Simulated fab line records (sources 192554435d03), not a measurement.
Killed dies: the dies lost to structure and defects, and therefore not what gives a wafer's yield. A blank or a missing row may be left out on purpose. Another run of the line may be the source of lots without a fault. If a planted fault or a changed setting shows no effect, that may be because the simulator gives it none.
Split-lot study | flow n5-finfet | 7 lots, 21 wafers read, on a route of 1938 steps

== SPLIT DETAILS ==
At N5_SD_EPI_N_EXPOSE_06 (exposes mask SD N BLK, target cd 120 nm), the setting dose-mj was moved away from the recipe's 39.75 on 9 of the 21 wafers read, by -7.4% to +5.8%. For the rest of the wafers, this setting stayed at what the recipe calls for.

== FROM THE SPLIT TO THE READING: what the file shows between them, 2 steps ==
- N5_SD_EPI_N_PEB_07: peb time 60 s
- N5_SD_EPI_N_DEVELOP_08: develop time 30 s

== THE READING ==
cd-nm, in nm, at N5_SD_EPI_N_CD_MEAS_09 (target cd 120 nm). A value of 120.1 nm with a standard deviation of 0.49 nm is what fault-free wafers of this fab line usually give.

wafer  | tool, chamber at the split | dose-mj as run | against the recipe | cd-nm, nm | against lot-mates on the recipe
L077.1 | arfi-scanner-01, 0         | 40.95          | +3.0%              | 121.9     | +2.2
L077.3 | arfi-scanner-01, 0         | 40.95          | +3.0%              | 121.2     | +1.5
L077.5 | arfi-scanner-01, 0         | 39.75          | recipe             | 119.7     | -
L082.1 | arfi-scanner-01, 0         | 41.68          | +4.9%              | 122.8     | +3.8
L082.3 | arfi-scanner-01, 0         | 39.75          | recipe             | 119.0     | -
L082.5 | arfi-scanner-01, 0         | 41.68          | +4.9%              | 122.6     | +3.6
L087.2 | arfi-scanner-02, 0         | 39.75          | recipe             | 120.1     | -
L087.3 | arfi-scanner-02, 0         | 42.06          | +5.8%              | 124.3     | +3.9
L087.5 | arfi-scanner-02, 0         | 39.75          | recipe             | 120.8     | -
L092.3 | arfi-scanner-02, 0         | 39.75          | recipe             | 120.1     | -
L092.4 | arfi-scanner-02, 0         | 39.75          | recipe             | 120.2     | -
L092.6 | arfi-scanner-02, 0         | 39.75          | recipe             | 120.4     | -
L094.1 | arfi-scanner-01, 0         | 39.75          | recipe             | 120.5     | -
L094.3 | arfi-scanner-01, 0         | 39.75          | recipe             | 120.2     | -
L094.4 | arfi-scanner-01, 0         | 39.75          | recipe             | 120.7     | -
L095.1 | arfi-scanner-01, 0         | 39.75          | recipe             | 120.2     | -
L095.2 | arfi-scanner-01, 0         | 38.15          | -4.0%              | 117.0     | -3.2
L095.3 | arfi-scanner-01, 0         | 38.15          | -4.0%              | 117.9     | -2.3
L097.3 | arfi-scanner-01, 0         | 39.75          | recipe             | 120.6     | -
L097.4 | arfi-scanner-01, 0         | 36.79          | -7.4%              | 114.3     | -6.3
L097.6 | arfi-scanner-01, 0         | 36.79          | -7.4%              | 116.0     | -4.6

THE FIT
A straight line over all 21 wafers: cd-nm changes by +0.633 nm for each +1% of dose-mj; r = +0.97; the points scatter about the line by 0.57 nm.
The same after taking each lot's own level away (the mean of its wafers on the recipe; 21 wafers): +0.713 nm for each +1%; r = +0.99; scatter 0.4 nm.
That fit puts the effect of the largest move of dose-mj on the reading at 5.3 nm.
Measured against the standard deviation above, the lots' own levels, which go from 119.00 to 120.60 nm, span 3.3 times it.
Thus the slope moves with the lot-to-lot level: the two fits are different.
Check: -4.96 nm against its lot-mates is what the line predicts for one of the wafers moved furthest among these (-7.4%) when that wafer is left out of the fit. It came out at -6.3 nm against them.

== THESE WAFERS: OTHER SPLITS ==
Before the reading, these wafers also passed through other splits. Each is held against what the fit with the lots' levels taken away leaves over:
other split on the same wafers                    | wafers away from the commonest value | r with cd-nm (lot level and that fit taken away)
N5_WELL_APT_PEB_06 peb-temp-c                     | 4                                    | -0.01
N5_PMOS_HMC_CHANNEL_EPI_PEB_07 peb-time-s         | 7                                    | +0.09
N5_PMOS_HMC_CHANNEL_EPI_DEVELOP_08 develop-time-s | 7                                    | +0.52
N5_FIN_CUT_COAT_19 spin-rpm                       | 4                                    | +0.42
N5_DUMMY_GATE_COAT_34 spin-rpm                    | 11                                   | -0.09

== THE FILE'S OWN FIT ==
cd-nm changes by +0.704 nm for each +1% of dose-mj, r = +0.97.
